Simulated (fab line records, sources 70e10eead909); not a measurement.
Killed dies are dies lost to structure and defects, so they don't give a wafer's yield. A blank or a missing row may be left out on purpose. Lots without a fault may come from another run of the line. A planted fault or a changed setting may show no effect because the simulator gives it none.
fab line records | flow nand_harc
record lots=7 wafers=21 last_day=26
route steps=1159 shown P_GATE@120 END@1159
lots that met no fault: from a run of the same line without faults
start_h: hours from the record's first day to the start of the lot's first wafer shown | wait_h: hours since the lot's step before | " the same as in the row above | L1.1+2: a row that stands for several wafers | - no value, or no start given | * or withheld: withheld | < > ~ a bound
route shown NAME@n: a module of which the file shows steps, and the number in the route of the first | usual: mean/standard deviation of fault-free wafers | same: alike in all rows | chamber/n: place in a boat | sites: the reading at each site | _std_site: their standard deviation | _edge_site: outer sites' mean less inner sites' | radius_mm: how far each site lies from the wafer's centre | mask NAME#n: copy n | behind: the tool/chamber that last shaped the wafer | hold: why the lot was held/for how many hours/how that ended | device: the transistor (n, p or np) that didn't switch | end of line: the same wafers' tests at the end of the route | a step without rows: its recipe alone | killed: dies lost to structure and defects at the first sort, not the wafer's yield | map: a wafer's dies, x killed, . not, _ none there
set.NAME: the setting as run; set.NAME@STEP: as run at that earlier step | model.NAME: the simulator's own value behind a step, which no gauge read
lots at some steps of the route; a table a step, a row a wafer
services: from which hour (start_h, from the record's first day; less than 0 if before it) a tool's chamber was out of use, for how many hours, and why
## steps
# step NHARC_P_GATE_PEB_09
# recipe peb_temp_c=118 peb_time_s=85
# step NHARC_P_GATE_DEVELOP_10
# recipe time_s=70
# step NHARC_P_GATE_CD_MEAS_11
# recipe target_cd_nm=1640 landing_energy_ev=500
# usual cd_nm=1640.5/1.8
# same landing_energy_ev=500
# columns lot.wafer tool chamber start_h wait_h cd_nm
L517.1 cd_sem-01 0 73.35 - 1637.2
L517.2 " 0 " " 1641.2
L517.6 " 0 " " 1638.0
L518.2 cd_sem-02 0 82.80 - 1642.5
L518.4 " 0 " " 1639.5
L518.5 " 0 " " 1640.5
L520.2 cd_sem-01 0 102.37 - 1639.4
L520.4 " 0 " " 1638.7
L520.6 " 0 " " 1638.6
L523.2 cd_sem-01 0 123.76 - 1643.2
L523.3 " 0 " " 1642.2
L523.6 " 0 " " 1640.0
L530.1 cd_sem-03 0 161.56 - 1639.9
L530.4 " 0 " " 1640.1
L530.6 " 0 " " 1638.6
L539.3 cd_sem-03 0 201.24 - 1638.9
L539.5 " 0 " " 1640.5
L539.6 " 0 " " 1637.3
L540.1 cd_sem-02 0 211.75 - 1640.9
L540.4 " 0 " " 1641.6
L540.6 " 0 " " 1641.9
# step NHARC_P_GATE_HARDBAKE_12
# recipe temp_c=125 time_s=80
# step NHARC_P_GATE_DESCUM_13
# recipe time_s=3 o2_flow_sccm=200 ar_flow_sccm=0 bias_power_w=0 chemistry=O2
# usual drypump_motor_current_A=5.7/0.52 oes_product_au=1.001/0.0096 rf_vpp_V=57.8/0.83 showerhead_plenum_p_Torr=1.88/0.086 throttle_valve_pct=11.311/0.0099
# columns lot.wafer tool chamber start_h wait_h drypump_motor_current_A oes_product_au rf_hours_counter_h rf_vpp_V showerhead_plenum_p_Torr throttle_valve_pct
L517.1 rie_diel-08 1 73.54 - 5.4 1.010 44 58.0 2.00 11.315
L517.2 " 2 " " 4.9 0.987 41 58.1 2.04 11.297
L517.6 " 1 " " 5.4 1.001 - 58.7 2.00 11.313
L518.2 rie_diel-11 0 82.96 - 5.9 1.002 22 57.3 1.81 11.311
L518.4 " 2 " " 6.0 0.998 20 56.2 1.91 11.321
L518.5 " 0 " " 5.9 1.010 - 56.7 1.81 11.307
L520.2 rie_diel-08 0 102.53 - 5.7 0.998 51 58.4 1.78 11.328
L520.4 " 3 " " 5.1 1.002 50 57.9 1.86 11.292
L520.6 " 1 " " 5.4 0.999 - 59.1 1.99 11.312
L523.3 rie_diel-11 0 123.92 - 5.9 1.002 36 56.9 1.81 11.321
L523.2 " 2 " " 6.0 1.005 35 57.6 1.91 11.315
L523.6 " 1 " " 6.4 0.994 - 58.6 1.89 11.318
L530.1 rie_diel-13 2 161.73 - 6.2 1.017 10 58.4 1.78 11.298
L530.4 " 0 " " 5.1 1.000 10 57.7 1.82 11.311
L530.6 " 1 " " 6.1 1.003 - 58.1 1.95 11.313
L539.3 rie_diel-11 3 201.39 - 4.8 0.991 0 56.5 1.82 11.310
L539.5 " 3 " " 4.8 1.007 - 56.9 1.82 11.309
L539.6 " 0 " " 5.9 1.001 - 56.7 1.80 11.307
L540.1 rie_diel-11 1 211.94 - 6.4 0.988 2 57.5 1.88 11.312
L540.4 " 3 " " 4.8 0.992 3 57.7 1.82 11.315
L540.6 " 1 " " 6.4 0.982 - 58.8 1.88 11.308
# step NHARC_P_GATE_ETCH_14
# recipe target_depth_a=488 chemistry=dHF material=SiO2
# step NHARC_P_GATE_STRIP_15
# recipe time_s=780 temp_c=130 chemistry=SPM
# step NHARC_P_GATE_PRECLEAN_71
# recipe time_s=* temp_c=50 bath_age_min=0 chemistry=SC1
# step NHARC_P_GATE_SRD_72
# step NHARC_P_GATE_OXIDE_16
# recipe target_thk_a=30 temp_c=875 ox_time_s=392 material=SiO2
# step NHARC_P_GATE_CVD_17
# recipe target_thk_a=1500 temp_c=620 time_s=900 material=poly-Si
# step NHARC_P_GATE_HM_DEP_102
# recipe target_thk_a=1200 temp_c=400 material=aC
# usual throttle_valve_pct=35.001/0.0086
# columns lot.wafer tool chamber start_h wait_h throttle_valve_pct
L517.1 acl_dep-03 0 85.48 0.4 35.003
L517.2 " 0 " " 35.013
L517.6 " 0 " " 35.003
L518.2 acl_dep-01 0 96.39 0.5 35.000
L518.4 " 0 " " 34.989
L518.5 " 0 " " 34.998
L520.2 acl_dep-02 0 117.53 3.3 34.996
L520.4 " 0 " " 35.006
L520.6 " 0 " " 34.986
L523.2 acl_dep-01 0 135.99 0.5 34.999
L523.3 " 0 " " 34.990
L523.6 " 0 " " 34.999
L530.1 acl_dep-01 0 181.38 7.3 35.011
L530.4 " 0 " " 34.999
L530.6 " 0 " " 35.004
L539.3 acl_dep-01 0 213.84 0.6 35.019
L539.5 " 0 " " 35.012
L539.6 " 0 " " 35.012
L540.1 acl_dep-02 0 224.86 1.2 35.006
L540.4 " 0 " " 35.002
L540.6 " 0 " " 34.995
# step NHARC_P_GATE_DEP_103
# recipe target_thk_a=300 target_thk_nm=30 temp_c=400 flow_sccm=200 rf_w=350 material=SiON
# usual heater_power_outer_w=432/66 heater_power_w=726/90
# columns lot.wafer tool chamber start_h wait_h heater_power_outer_w heater_power_w
L517.2 pecvd-04 0 86.17 0.5 421 649
L517.1 " 1 " " 429 708
L517.6 " 0 " " 413 657
L518.2 pecvd-04 2 96.95 0.5 403 703
L518.4 " 2 " " 418 733
L518.5 " 1 " " 403 689
L520.2 pecvd-01 2 118.09 0.5 494 827
L520.6 " 2 " " 483 786
L520.4 " 1 " " 497 743
L520.2 pecvd-01 2 118.61 0.5 507 797
L520.6 " 2 " " 486 791
L520.4 " 1 " " 486 784
L523.2 pecvd-02 1 136.54 0.4 378 645
L523.3 " 2 " " 511 803
L523.6 " 2 " " 504 798
L523.2 pecvd-02 1 136.90 0.3 370 642
L523.3 " 2 " " 493 782
L523.6 " 2 " " 507 798
L530.1 pecvd-02 1 182.07 0.6 347 586
L530.6 " 2 " " 450 705
L530.4 " 0 " " 344 678
L530.1 pecvd-02 1 182.46 0.4 349 588
L530.6 " 2 " " 458 701
L530.4 " 0 " " 342 672
L539.3 pecvd-04 1 214.32 0.4 329 583
L539.6 " 1 " " 341 594
L539.5 " 2 " " 366 680
L540.1 pecvd-01 2 225.58 0.6 465 735
L540.4 " 1 " " 559 832
L540.6 " 2 " " 459 746
# step NHARC_P_GATE_DEHYDRATE_18
# recipe temp_c=150 time_s=120
# step NHARC_END_SORT_01
# recipe temp_c=25
# usual killed_at_array=27/12 killed_at_other=0.5/0.9 killed_at_periphery=3.7/2.7 killed_dies=31/12 killed_open=3.3/2 killed_short=2.0/1.4
# same gross_dies=677
# columns lot.wafer tool chamber start_h wait_h killed_at_array killed_at_other killed_at_periphery killed_dies killed_open killed_short
L517.1 prober-01 0 472.36 2.5 22 0 11 33 4 3
L517.2 prober-01 0 473.16 2.8 26 0 8 34 5 2
L517.6 prober-01 0 476.33 4.0 31 0 4 35 1 2
L518.2 prober-01 0 488.69 2.8 30 0 5 35 5 1
L518.4 prober-01 0 490.30 3.4 23 0 6 29 3 2
L518.5 prober-01 0 491.10 3.7 19 1 4 24 4 0
# killed by level:class
L517.1 A_CHANNEL_HOLE_D1:chamber_film_flake=11 P_ZERO_WELL:chamber_film_flake=5 A_SLIT:chamber_film_flake=4 P_GATE:chamber_film_flake=2 P_CONTACT:geometric_particle:open=1 P_M1:geometric_particle:short=1 A_CHANNEL_FILL_D1:geometric_particle:open=1 A_CHANNEL_FILL_D1:geometric_particle:short=1
L517.2 A_CHANNEL_HOLE_D1:chamber_film_flake=14 P_ZERO_WELL:chamber_film_flake=4 A_SLIT:chamber_film_flake=4 A_CONTACT:geometric_particle:open=2 P_BONDPAD:chamber_film_flake=2 A_CONTACT:chamber_film_flake=2 P_M1:geometric_particle:open=1 A_SOURCE_PLATE:geometric_particle:open=1
L517.6 A_CHANNEL_HOLE_D1:chamber_film_flake=18 A_SLIT:chamber_film_flake=10 P_ZERO_WELL:chamber_film_flake=2 P_CONTACT:geometric_particle:short=1 A_CHANNEL_FILL_D1:geometric_particle:open=1 A_SGD_CUT:geometric_particle:short=1 P_BONDPAD:chamber_film_flake=1 A_CONTACT:chamber_film_flake=1
L518.2 A_CHANNEL_HOLE_D1:chamber_film_flake=17 A_M0:geometric_particle:open=4 P_GATE:chamber_film_flake=4 A_STAIRCASE:chamber_film_flake=3 A_CONTACT:chamber_film_flake=3 A_CONTACT:geometric_particle:open=1 A_M0:geometric_particle:short=1 P_ZERO_WELL:chamber_film_flake=1
L518.4 A_CHANNEL_HOLE_D1:chamber_film_flake=12 A_M0:geometric_particle:open=2 P_ZERO_WELL:chamber_film_flake=2 P_STI:chamber_film_flake=2 P_GATE:chamber_film_flake=2 A_WL_FILL:chamber_film_flake=2 A_CONTACT:chamber_film_flake=2 A_WL_FILL:geometric_particle:short=1
L518.5 A_CHANNEL_HOLE_D1:chamber_film_flake=10 A_CONTACT:chamber_film_flake=4 A_STAIRCASE:chamber_film_flake=3 P_M0:geometric_particle:open=2 P_STI:chamber_film_flake=2 A_CONTACT:geometric_particle:open=1 A_M0:geometric_particle:open=1 THIN_TSV:chamber_film_flake=1
## services
# columns tool chamber start_h hours kind
pecvd-01 - 56.26 13.0 pm
rie_diel-11 3 57.91 5.1 repair
rie_diel-08 2 64.69 5.1 repair
pecvd-02 0 65.42 26.7 repair
pecvd-02 - 88.88 1.0 repair
pecvd-01 1 96.05 20.6 repair
rie_diel-13 - 99.06 9.0 pm
acl_dep-01 - 111.63 13.0 pm
pecvd-04 0 114.95 3.9 repair
pecvd-02 1 117.41 11.5 repair
pecvd-04 1 124.76 10.0 repair
rie_diel-08 - 124.80 9.0 pm
rie_diel-08 2 146.82 5.8 repair
rie_diel-08 3 149.11 11.9 repair
pecvd-02 - 153.00 13.0 pm
pecvd-01 1 169.24 20.4 repair
acl_dep-02 - 170.32 13.0 pm
pecvd-04 - 186.25 0.7 repair
rie_diel-11 - 190.89 9.0 pm
pecvd-04 - 195.01 13.0 pm
rie_diel-08 0 199.78 14.0 repair
rie_diel-13 0 220.03 3.6 repair
acl_dep-03 - 223.37 13.0 pm
pecvd-04 2 223.92 8.1 repair
## key
first_sign step=NHARC_P_GATE_DEP_103 reading=visit direction=added
effect none on later readings
met_at NHARC_P_GATE_DEP_103
struck_wafers L520.2,L520.4,L520.6,L523.2,L523.3,L523.6,L530.1,L530.4,L530.6
tester_left_out L520,L523,L530
fault kind=repeated_step_whole tool=pecvd-01,pecvd-02,pecvd-04 chamber=- onset_h=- steps=NHARC_P_GATE_DEP_103 times=1 scope=struck_lots_only
# tester_left_out: of these lots the tester's yield and bins aren't shown, on N5 and GAA mostly nor the transistor test; their killed dies are dies lost to structure and defects alone, not to doping, threshold or leakage, so they don't give the yield
